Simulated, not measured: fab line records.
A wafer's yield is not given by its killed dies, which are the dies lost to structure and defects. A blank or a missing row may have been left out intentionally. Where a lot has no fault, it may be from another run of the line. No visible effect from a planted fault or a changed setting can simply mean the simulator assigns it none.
fab line records -- flow n5-finfet
record lots=11, wafers=33, last-day=18
route steps=1938 shown BEOL_M11@1591 BEOL_M12@1602 PASSIVATION@1936
lots that met no fault: taken from a fault-free run of the same line
start-h: start of the lot's first displayed wafer, in hours after the record's first day -- wait-h: time in hours since the lot's previous step -- " identical to the entry in the row above -- L1.1+2: several wafers, shown together as one row -- - no value, or no start was given -- * or withheld: withheld -- < > ~ a bound
route shown NAME@n: names a module that has steps shown in the file, with the first one's number in the route -- usual: mean/standard deviation taken from wafers without a fault -- same: alike in all rows -- chamber/n: place in a boat -- sites: each site's reading -- _std_site: how widely they spread, as a standard deviation -- _edge_site: outer sites' mean less inner sites' -- radius-mm: how far each site lies from the wafer's centre -- mask NAME#n: copy n -- behind: the most recent tool/chamber to have shaped the wafer -- hold: why the lot went on hold/how many hours it stayed there/how the hold came to an end -- device: the n, p or np transistor that did not switch -- end of line: the same wafers' tests at the end of the route -- for a step that has no rows: nothing shown but its recipe -- killed: dies that structure and defects cost at the first sort, which is not the same as the wafer's yield -- map: per-die view of a wafer (x killed, . not killed, _ where there is no die)
set.NAME: setting as actually run; set.NAME@STEP: the setting as run at that earlier step -- model.NAME: the simulator's own value behind a step, which no gauge read
a sample of lots followed through the steps of the route, with each step as a table and each wafer as a row
services: when a tool's chamber went out of use (start-h, in hours from the record's first day, below 0 if earlier), for how many hours, and the reason
## steps
# step N5_BEOL_M11_SURFACE_TREAT_76
# recipe gas=Ar, time-s=*, ion-energy-ev=*, ion-current-ma-cm2=0.5, pressure-mtorr=*, ar-flow-sccm=30
# usual throttle-valve-pct=*
lot.wafer,tool,chamber,start-h,wait-h,throttle-valve-pct
L946.1,pvd-sputter-03,-,253.70,0.2,*
L946.3,pvd-sputter-03,-,253.70,0.2,*
L946.6,pvd-sputter-03,-,253.70,0.2,*
L945.2,pvd-sputter-03,-,261.93,0.3,*
L945.4,pvd-sputter-03,-,261.93,0.3,*
L945.6,pvd-sputter-03,-,261.93,0.3,*
L948.3,pvd-sputter-02,-,278.13,0.3,*
L948.4,pvd-sputter-02,-,278.13,0.3,*
L948.5,pvd-sputter-02,-,278.13,0.3,*
L951.2,pvd-sputter-03,-,282.55,0.2,*
L951.3,pvd-sputter-03,-,282.55,0.2,*
L951.5,pvd-sputter-03,-,282.55,0.2,*
L944.1,pvd-sputter-03,-,282.80,0.2,*
L944.5,pvd-sputter-03,-,282.80,0.2,*
L944.6,pvd-sputter-03,-,282.80,0.2,*
L952.1,pvd-sputter-03,-,285.75,0.2,*
L952.2,pvd-sputter-03,-,285.75,0.2,*
L952.4,pvd-sputter-03,-,285.75,0.2,*
L953.1,pvd-sputter-02,-,301.11,0.2,*
L953.2,pvd-sputter-02,-,301.11,0.2,*
L953.4,pvd-sputter-02,-,301.11,0.2,*
L959.2,pvd-sputter-03,-,346.92,0.2,*
L959.3,pvd-sputter-03,-,346.92,0.2,*
L959.4,pvd-sputter-03,-,346.92,0.2,*
L960.1,pvd-sputter-03,-,357.02,0.5,*
L960.4,pvd-sputter-03,-,357.02,0.5,*
L960.5,pvd-sputter-03,-,357.02,0.5,*
L964.1,pvd-sputter-01,-,385.74,0.2,*
L964.2,pvd-sputter-01,-,385.74,0.2,*
L964.5,pvd-sputter-01,-,385.74,0.2,*
L967.2,pvd-sputter-01,-,392.68,0.2,*
L967.4,pvd-sputter-01,-,392.68,0.2,*
L967.5,pvd-sputter-01,-,392.68,0.2,*
# step N5_BEOL_M12_ILD_DEP_00
# recipe material=SiOC, target-thk-a=6589.2, temp-c=350, precursor=DEMS/O2, pressure-torr=5, rf-w=500, time-s=130.7
# usual heater-power-w=491/76, showerhead-plenum-p-Torr=5.694/0.011, throttle-valve-pct=11.8/0.39
lot.wafer,tool,chamber,start-h,wait-h,heater-power-w,showerhead-plenum-p-Torr,throttle-valve-pct
L946.1,pecvd-01,0,255.01,0.0,501,5.704,12.1
L946.3,pecvd-01,1,255.01,0.0,560,5.690,12.2
L946.6,pecvd-01,0,255.01,0.0,572,5.703,12.3
L945.2,pecvd-01,0,263.27,0.0,590,5.719,12.5
L945.4,pecvd-01,2,263.27,0.0,399,5.684,11.9
L945.6,pecvd-01,1,263.27,0.0,528,5.687,12.3
L948.3,pecvd-02,1,280.41,0.0,568,5.686,12.1
L948.4,pecvd-02,1,280.41,0.0,593,5.710,11.8
L948.5,pecvd-02,2,280.41,0.0,386,5.703,11.4
L951.2,pecvd-03,0,285.21,0.0,497,5.693,11.0
L951.3,pecvd-03,2,285.21,0.0,362,5.699,11.3
L951.5,pecvd-03,2,285.21,0.0,374,5.691,11.2
L944.1,pecvd-03,1,285.82,0.0,583,5.703,11.8
L944.5,pecvd-03,1,285.82,0.0,612,5.694,11.7
L944.6,pecvd-03,2,285.82,0.0,373,5.680,11.4
L952.1,pecvd-03,0,286.96,0.0,441,5.695,11.6
L952.2,pecvd-03,2,286.96,0.0,358,5.699,11.3
L952.4,pecvd-03,0,286.96,0.0,480,5.687,11.3
L953.1,pecvd-03,1,302.70,0.0,539,5.692,11.6
L953.2,pecvd-03,0,302.70,0.0,451,5.679,11.4
L953.4,pecvd-03,0,302.70,0.0,473,5.699,11.4
L959.2,pecvd-01,1,348.31,0.0,444,5.676,12.4
L959.3,pecvd-01,2,348.31,0.0,503,5.690,12.0
L959.4,pecvd-01,1,348.31,0.0,495,5.688,12.2
L960.1,pecvd-01,0,359.27,0.0,561,5.717,11.9
L960.4,pecvd-01,0,359.27,0.0,585,5.708,12.4
L960.5,pecvd-01,2,359.27,0.0,419,5.678,11.9
L964.1,pecvd-01,2,386.95,0.0,511,5.690,11.8
L964.2,pecvd-01,0,386.95,0.0,572,5.717,12.3
L964.5,pecvd-01,0,386.95,0.0,599,5.710,12.3
L967.2,pecvd-03,1,394.33,0.0,562,5.704,11.6
L967.4,pecvd-03,2,394.33,0.0,403,5.706,11.7
L967.5,pecvd-03,1,394.33,0.0,580,5.685,11.6
# step N5_BEOL_M12_THK_MEAS_01
# recipe reads=SiOC_of_BEOL_M12_ILD_DEP_00
# usual M12_ILD_THK=662/9.3
lot.wafer,tool,chamber,start-h,wait-h,M12_ILD_THK[nm]
L946.1,film-metro-02,-,255.19,0.1,655
L946.3,film-metro-02,-,255.19,0.1,665
L946.6,film-metro-02,-,255.19,0.1,660
L945.2,film-metro-01,-,263.40,0.1,654
L945.4,film-metro-01,-,263.40,0.1,670
L945.6,film-metro-01,-,263.40,0.1,673
L948.3,film-metro-02,-,280.55,0.1,670
L948.4,film-metro-02,-,280.55,0.1,669
L948.5,film-metro-02,-,280.55,0.1,662
L951.2,film-metro-01,-,285.34,0.1,661
L951.3,film-metro-01,-,285.34,0.1,660
L951.5,film-metro-01,-,285.34,0.1,676
L944.1,film-metro-01,-,285.95,0.1,644
L944.5,film-metro-01,-,285.95,0.1,661
L944.6,film-metro-01,-,285.95,0.1,660
L952.1,film-metro-02,-,287.28,0.3,653
L952.2,film-metro-02,-,287.28,0.3,663
L952.4,film-metro-02,-,287.28,0.3,671
L953.1,film-metro-01,-,302.83,0.1,645
L953.2,film-metro-01,-,302.83,0.1,651
L953.4,film-metro-01,-,302.83,0.1,666
L959.2,film-metro-02,-,348.44,0.1,660
L959.3,film-metro-02,-,348.44,0.1,656
L959.4,film-metro-02,-,348.44,0.1,668
L960.1,film-metro-01,-,359.40,0.1,657
L960.4,film-metro-01,-,359.40,0.1,667
L960.5,film-metro-01,-,359.40,0.1,669
L964.1,film-metro-01,-,387.08,0.1,655
L964.2,film-metro-01,-,387.08,0.1,654
L964.5,film-metro-01,-,387.08,0.1,674
L967.2,film-metro-02,-,394.46,0.1,647
L967.4,film-metro-02,-,394.46,0.1,671
L967.5,film-metro-02,-,394.46,0.1,660
# step N5_BEOL_M12_COAT_58
# recipe resist=BARC, temp-c=205, time-s=60, spin-rpm=1500, resist-thk-nm=89
# usual heater-power-total-W=391.7/1.3, spin-speed-rpm=1500.1/1
lot.wafer,tool,chamber,start-h,wait-h,heater-power-total-W,spin-speed-rpm
L946.1,litho-track-04,0,255.22,0.0,389.6,1500.0
L946.3,litho-track-04,0,255.22,0.0,390.8,1500.0
L946.6,litho-track-04,0,255.22,0.0,389.4,1500.5
L945.2,litho-track-05,0,263.43,0.0,392.4,1497.9
L945.4,litho-track-05,0,263.43,0.0,390.5,1499.5
L945.6,litho-track-05,0,263.43,0.0,389.8,1499.2
L948.3,litho-track-05,0,280.58,0.0,389.5,1500.8
L948.4,litho-track-05,0,280.58,0.0,393.0,1500.1
L948.5,litho-track-05,0,280.58,0.0,392.3,1499.1
L951.2,litho-track-05,0,285.37,0.0,391.5,1498.6
L951.3,litho-track-05,0,285.37,0.0,391.7,1500.8
L951.5,litho-track-05,0,285.37,0.0,393.9,1499.0
L944.1,litho-track-05,0,285.98,0.0,390.3,1500.2
L944.5,litho-track-05,0,285.98,0.0,393.1,1501.1
L944.6,litho-track-05,0,285.98,0.0,391.1,1499.9
L952.1,litho-track-05,0,287.31,0.0,390.2,1718.6
L952.2,litho-track-05,0,287.31,0.0,394.0,1720.2
L952.4,litho-track-05,0,287.31,0.0,393.9,1719.7
L953.1,litho-track-05,0,302.87,0.0,392.9,1719.3
L953.2,litho-track-05,0,302.87,0.0,389.8,1721.1
L953.4,litho-track-05,0,302.87,0.0,391.6,1720.3
L959.2,litho-track-03,0,348.47,0.0,391.3,1499.9
L959.3,litho-track-03,0,348.47,0.0,394.0,1499.9
L959.4,litho-track-03,0,348.47,0.0,389.6,1499.6
L960.1,litho-track-04,0,359.44,0.0,391.4,1499.8
L960.4,litho-track-04,0,359.44,0.0,390.7,1499.1
L960.5,litho-track-04,0,359.44,0.0,390.0,1499.4
L964.1,litho-track-05,0,387.11,0.0,393.6,1501.2
L964.2,litho-track-05,0,387.11,0.0,391.6,1498.2
L964.5,litho-track-05,0,387.11,0.0,391.1,1500.1
L967.2,litho-track-04,0,394.50,0.0,391.2,1499.8
L967.4,litho-track-04,0,394.50,0.0,393.3,1499.8
L967.5,litho-track-04,0,394.50,0.0,392.6,1501.1
# step N5_BEOL_M12_STRIP_64
# recipe chemistry=N2/H2, power-w=1000, temp-c=250, h2-frac=0.65, overash-fraction=0.3, pressure-mtorr=withheld, n2-flow-sccm=1750, h2-flow-sccm=3250
# usual drypump-motor-current-A=5.8/0.42, heater-power-w=356/44, oes-product-au=0.715/0.0052, strip-time-to-endpoint-s=31.35/0.065
lot.wafer,tool,chamber,start-h,wait-h,drypump-motor-current-A,heater-power-w,oes-product-au,rf-hours-counter-h,strip-time-to-endpoint-s
L946.1,plasma-asher-02,1,256.30,0.0,5.2,402,0.715,75,31.28
L946.3,plasma-asher-02,1,256.30,0.0,5.2,389,0.719,-,31.29
L946.6,plasma-asher-02,0,256.30,0.0,6.3,403,0.711,-,31.30
L945.2,plasma-asher-01,0,264.14,0.0,5.7,294,0.704,125,31.20
L945.4,plasma-asher-01,1,264.14,0.0,6.0,340,0.723,-,31.21
L945.6,plasma-asher-01,0,264.14,0.0,5.7,292,0.716,-,31.25
L948.3,plasma-asher-02,1,281.56,0.0,5.2,386,0.701,-,31.46
L948.4,plasma-asher-02,0,281.56,0.0,6.3,398,0.700,-,31.43
L948.5,plasma-asher-02,0,281.56,0.0,6.3,400,0.713,-,31.43
L951.2,plasma-asher-01,1,286.44,0.0,6.0,344,0.720,128,31.35
L951.3,plasma-asher-01,1,286.44,0.0,6.0,338,0.720,-,31.36
L951.5,plasma-asher-01,1,286.44,0.0,6.0,342,0.719,-,31.27
L944.1,plasma-asher-01,1,287.05,0.0,6.0,338,0.711,129,31.38
L944.5,plasma-asher-01,1,287.05,0.0,6.0,345,0.723,-,31.30
L944.6,plasma-asher-01,0,287.05,0.0,5.6,288,0.720,-,31.27
L952.1,plasma-asher-02,1,288.01,0.0,5.2,385,0.719,81,29.71
L952.2,plasma-asher-02,0,288.01,0.0,6.3,391,0.714,81,29.70
L952.4,plasma-asher-02,0,288.01,0.0,6.3,411,0.715,-,29.68
L953.1,plasma-asher-02,0,303.63,0.0,6.3,393,0.714,84,29.73
L953.2,plasma-asher-02,1,303.63,0.0,5.2,394,0.716,84,29.65
L953.4,plasma-asher-02,1,303.63,0.0,5.2,401,0.706,-,29.65
L959.2,plasma-asher-02,0,349.32,0.0,6.3,399,0.714,92,31.35
L959.3,plasma-asher-02,0,349.32,0.0,6.3,401,0.713,-,31.36
L959.4,plasma-asher-02,1,349.32,0.0,5.2,390,0.711,-,31.40
L960.1,plasma-asher-02,1,360.14,0.0,5.2,397,0.719,94,31.37
L960.4,plasma-asher-02,0,360.14,0.0,6.3,404,0.714,-,31.39
L960.5,plasma-asher-02,0,360.14,0.0,6.3,397,0.717,-,31.35
L964.1,plasma-asher-02,0,388.24,0.0,6.3,398,0.717,100,31.30
L964.2,plasma-asher-02,1,388.24,0.0,5.2,384,0.718,100,31.32
L964.5,plasma-asher-02,1,388.24,0.0,5.2,394,0.723,-,31.37
L967.2,plasma-asher-02,0,395.26,0.0,6.3,396,0.722,103,31.37
L967.4,plasma-asher-02,0,395.26,0.0,6.3,404,0.714,-,31.48
L967.5,plasma-asher-02,1,395.26,0.0,5.2,394,0.715,-,31.43
# step N5_PASSIVATION_PROBE_49
# usual defect-limited-yield=91.7/1.5, killed_at_M0_to_M3=32/10, killed_at_M4_up=14/5.3, killed-at-contacts=13/5.7, killed-at-front-end=37/10, killed-at-other=3.3/2.5, killed-dies=98/18, killed-open=65/13, killed-short=31/7.5, sort_bin_5_function=4.9/0.91, sort_bin_6_memory=3.1/0.71, sort_bin_8_speed=0.00/0.017, sort-n-pass=1082/18, sort-yield-pct=91.7/1.5
# same gross-dies=1180, killed-at-back-side=0, sort_bin_4_leakage[%]=0
lot.wafer,tool,chamber,start-h,wait-h,defect-limited-yield[%],killed_at_M0_to_M3,killed_at_M4_up,killed-at-contacts,killed-at-front-end,killed-at-other,killed-dies,killed-open,killed-short,sort_bin_5_function[%],sort_bin_6_memory[%],sort_bin_8_speed[%],sort-n-pass,sort-yield-pct[%]
L964.1,prober-02,-,428.77,0.1,94.3,20,8,3,33,3,67,41,20,2.9,2.2,0,1113,94.3
L964.2,prober-02,-,428.82,0.2,92.8,37,12,8,26,2,85,55,29,4.7,2.1,0,1095,92.8
L964.5,prober-02,-,428.97,0.3,93.9,18,9,8,33,4,72,43,28,3.2,2.5,0,1108,93.9
# killed by level:class
L964.1 BEOL_M2:geometric-particle:open=6 FIN_SAQP:geometric-particle:short=4 GATE_CUT:geometric-particle:short=4 BEOL_M3:geometric-particle:open=4 STARTING-WAFER:geometric-particle:open=4 STI_FIN_REVEAL:geometric-particle:open=3 BEOL_M0:geometric-particle:open=3 STARTING-WAFER:geometric-particle:short=3
L964.2 BEOL_M2:geometric-particle:open=10 MOL_CONTACT_COAG:geometric-particle:open=7 BEOL_M1:geometric-particle:open=7 GATE_CUT:geometric-particle:open=6 BEOL_M2:geometric-particle:short=6 GATE_CUT:geometric-particle:short=5 BEOL_M3:geometric-particle:open=5 BEOL_M0_SAQP:geometric-particle:short=4
L964.5 FIN_SAQP:geometric-particle:open=9 FIN_SAQP:geometric-particle:short=9 BEOL_M2:geometric-particle:open=8 MOL_CONTACT_COAG:geometric-particle:open=7 BEOL_M0_SAQP:geometric-particle:short=5 GATE_CUT:geometric-particle:short=4 DUMMY_GATE:geometric-particle:open=2 GATE_CUT:geometric-particle:open=2
## services
tool,chamber,start-h,hours,kind
pecvd-02,1,238.05,21.2,repair
pecvd-01,2,254.64,5.5,scheduled-down
litho-track-03,-,257.94,-,consumable-replace:filter
pecvd-02,-,260.45,0.9,repair
pecvd-03,2,264.54,2.1,scheduled-down
pecvd-03,0,271.69,5.5,scheduled-down
pecvd-01,-,276.86,5.5,pm
pecvd-02,0,289.71,5.5,scheduled-down
pecvd-02,1,295.17,5.0,scheduled-down
pecvd-03,2,305.46,5.5,scheduled-down
pecvd-02,0,317.96,2.1,scheduled-down
pecvd-01,1,326.34,5.5,scheduled-down
pvd-sputter-03,-,350.34,3.1,repair
plasma-asher-01,-,386.02,5.7,pm
## key
first-sign step=N5_BEOL_M12_COAT_58, reading=spin-speed-rpm, direction=up, sigmas=99+, usual=*, struck=*
effect step=N5_BEOL_M12_STRIP_64, reading=strip-time-to-endpoint-s, direction=down, sigmas=25, usual=*, struck=*
met-at N5_BEOL_M12_COAT_58
struck-lots L952,L953
not-acting-at N5_BEOL_M11_SURFACE_TREAT_76,N5_BEOL_M12_ILD_DEP_00,N5_BEOL_M12_THK_MEAS_01
onset-between 285.98 287.31
fault kind=process-parameter-drift, tool=litho-track-05, chamber=-, onset-h=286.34, steps=N5_BEOL_M12_COAT_58, channel=spin-rpm, offset=*, shape=step, end-h=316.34, acts-in=*, stated=*
